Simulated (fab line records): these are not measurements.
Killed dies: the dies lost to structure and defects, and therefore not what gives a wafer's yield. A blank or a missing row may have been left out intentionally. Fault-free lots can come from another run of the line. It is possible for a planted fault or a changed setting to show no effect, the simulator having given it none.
Split-lot study || flow n5 finfet || on a route of 1938 steps: 7 lots, 21 wafers read

## THE SPLIT
At N5_MOL_CONTACT_COAG_EXPOSE_81 (exposes mask VG, defocus 0 nm), the setting dose mj was moved away from the recipe's 59.5 on 8 of the 21 wafers read, by -6.0% to +6.6%. For the rest of the wafers, this setting stayed at what the recipe calls for.

## FROM THE SPLIT TO THE READING: what the file shows between them, 5 steps
- N5_MOL_CONTACT_COAG_PEB_82: peb time 60 s
- N5_MOL_CONTACT_COAG_DEVELOP_83: develop time 30 s
- N5_MOL_CONTACT_COAG_CD_MEAS_84: target cd 25.1 nm
- N5_MOL_CONTACT_COAG_PRECLEAN_144: cleans in alkaline clean, time 60 s
- N5_MOL_CONTACT_COAG_SRD_145: time 30 s

## THE READING
cd nm, in nm, at N5_MOL_CONTACT_COAG_CD_MEAS_137 (target cd 16 nm). A value of 16.0 nm with a standard deviation of 0.35 nm is what fault-free wafers of this fab line usually give.

{"wafer": "L077.2", "tool, chamber at the split": "euv scanner-01, 0", "dose mj as run": 59.5, "against the recipe": "recipe", "cd nm, nm": 16.4, "against lot-mates on the recipe": "-"}
{"wafer": "L077.4", "tool, chamber at the split": "euv scanner-01, 0", "dose mj as run": 59.5, "against the recipe": "recipe", "cd nm, nm": 16.2, "against lot-mates on the recipe": "-"}
{"wafer": "L077.6", "tool, chamber at the split": "euv scanner-01, 0", "dose mj as run": 59.5, "against the recipe": "recipe", "cd nm, nm": 15.3, "against lot-mates on the recipe": "-"}
{"wafer": "L078.3", "tool, chamber at the split": "euv scanner-02, 0", "dose mj as run": 59.5, "against the recipe": "recipe", "cd nm, nm": 15.5, "against lot-mates on the recipe": "-"}
{"wafer": "L078.5", "tool, chamber at the split": "euv scanner-02, 0", "dose mj as run": 59.5, "against the recipe": "recipe", "cd nm, nm": 15.7, "against lot-mates on the recipe": "-"}
{"wafer": "L078.6", "tool, chamber at the split": "euv scanner-02, 0", "dose mj as run": 57.86, "against the recipe": "-2.8%", "cd nm, nm": 15.1, "against lot-mates on the recipe": -0.5}
{"wafer": "L083.3", "tool, chamber at the split": "euv scanner-02, 0", "dose mj as run": 59.5, "against the recipe": "recipe", "cd nm, nm": 15.1, "against lot-mates on the recipe": "-"}
{"wafer": "L083.4", "tool, chamber at the split": "euv scanner-02, 0", "dose mj as run": 63.21, "against the recipe": "+6.2%", "cd nm, nm": 17.0, "against lot-mates on the recipe": "+1.5"}
{"wafer": "L083.5", "tool, chamber at the split": "euv scanner-02, 0", "dose mj as run": 59.5, "against the recipe": "recipe", "cd nm, nm": 15.9, "against lot-mates on the recipe": "-"}
{"wafer": "L085.2", "tool, chamber at the split": "euv scanner-02, 0", "dose mj as run": 63.43, "against the recipe": "+6.6%", "cd nm, nm": 17.4, "against lot-mates on the recipe": "+1.3"}
{"wafer": "L085.3", "tool, chamber at the split": "euv scanner-02, 0", "dose mj as run": 59.5, "against the recipe": "recipe", "cd nm, nm": 16.1, "against lot-mates on the recipe": "-"}
{"wafer": "L085.5", "tool, chamber at the split": "euv scanner-02, 0", "dose mj as run": 63.43, "against the recipe": "+6.6%", "cd nm, nm": 17.5, "against lot-mates on the recipe": "+1.4"}
{"wafer": "L086.3", "tool, chamber at the split": "euv scanner-02, 0", "dose mj as run": 62.26, "against the recipe": "+4.6%", "cd nm, nm": 16.9, "against lot-mates on the recipe": "+0.8"}
{"wafer": "L086.4", "tool, chamber at the split": "euv scanner-02, 0", "dose mj as run": 59.5, "against the recipe": "recipe", "cd nm, nm": 16.1, "against lot-mates on the recipe": "-"}
{"wafer": "L086.6", "tool, chamber at the split": "euv scanner-02, 0", "dose mj as run": 62.26, "against the recipe": "+4.6%", "cd nm, nm": 17.0, "against lot-mates on the recipe": "+0.9"}
{"wafer": "L089.3", "tool, chamber at the split": "euv scanner-01, 0", "dose mj as run": 55.91, "against the recipe": "-6.0%", "cd nm, nm": 14.2, "against lot-mates on the recipe": -1.5}
{"wafer": "L089.5", "tool, chamber at the split": "euv scanner-01, 0", "dose mj as run": 59.5, "against the recipe": "recipe", "cd nm, nm": 15.5, "against lot-mates on the recipe": "-"}
{"wafer": "L089.6", "tool, chamber at the split": "euv scanner-01, 0", "dose mj as run": 59.5, "against the recipe": "recipe", "cd nm, nm": 15.8, "against lot-mates on the recipe": "-"}
{"wafer": "L097.1", "tool, chamber at the split": "euv scanner-02, 0", "dose mj as run": 57.87, "against the recipe": "-2.7%", "cd nm, nm": 14.9, "against lot-mates on the recipe": -1.6}
{"wafer": "L097.4", "tool, chamber at the split": "euv scanner-02, 0", "dose mj as run": 59.5, "against the recipe": "recipe", "cd nm, nm": 16.3, "against lot-mates on the recipe": "-"}
{"wafer": "L097.5", "tool, chamber at the split": "euv scanner-02, 0", "dose mj as run": 59.5, "against the recipe": "recipe", "cd nm, nm": 16.6, "against lot-mates on the recipe": "-"}

FIT RESULTS
A straight line over all 21 wafers: cd nm changes by +0.243 nm for each +1% of dose mj; r = +0.90; the points scatter about the line by 0.38 nm.
The same after taking each lot's own level away (the mean of its wafers on the recipe; 21 wafers): +0.23 nm for each +1%; r = +0.92; scatter 0.33 nm.
Per that fit: largest dose mj move, reading shift of 1.5 nm.
The lots' own levels span 15.50 to 16.45 nm, that is 2.7 times the standard deviation above.
So the lot-to-lot level changes the slope little: the two slopes agree.
Check: with one of the wafers moved furthest among these (+6.6%) left out of the fit, the line predicts +1.48 nm for it against its lot-mates. It came out at +1.3 nm against them.

## ADDITIONAL SPLITS CARRIED BY THESE WAFERS
These wafers also went through other splits before the reading. Each is held against what the fit with the lots' levels taken away leaves over:
{"other split on the same wafers": "N5_HKMG_FIN_PEB_10 peb time s", "wafers away from the commonest value": 5, "r with cd nm (lot level and that fit taken away)": -0.15}
{"other split on the same wafers": "N5_GATE_CUT_DESCUM_18 time s", "wafers away from the commonest value": 8, "r with cd nm (lot level and that fit taken away)": "+0.06"}

## THE WHOLE CHAIN: every reading that the file lists as answering this split, in the file's order
{"step": "N5_MOL_CONTACT_COAG_CD_MEAS_84", "what it does": "target cd 25.1 nm", "reading": "cd nm", "change (the file's fit)": "+0.242 nm for each +1% of the setting", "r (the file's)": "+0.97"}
{"step": "N5_MOL_CONTACT_COAG_CD_MEAS_137", "what it does": "target cd 16 nm", "reading": "cd nm", "change (the file's fit)": "+0.233 nm for each +1% of the setting", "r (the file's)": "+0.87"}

## FILE'S OWN FIT
cd nm changes by +0.233 nm for each +1% of dose mj, r = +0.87.
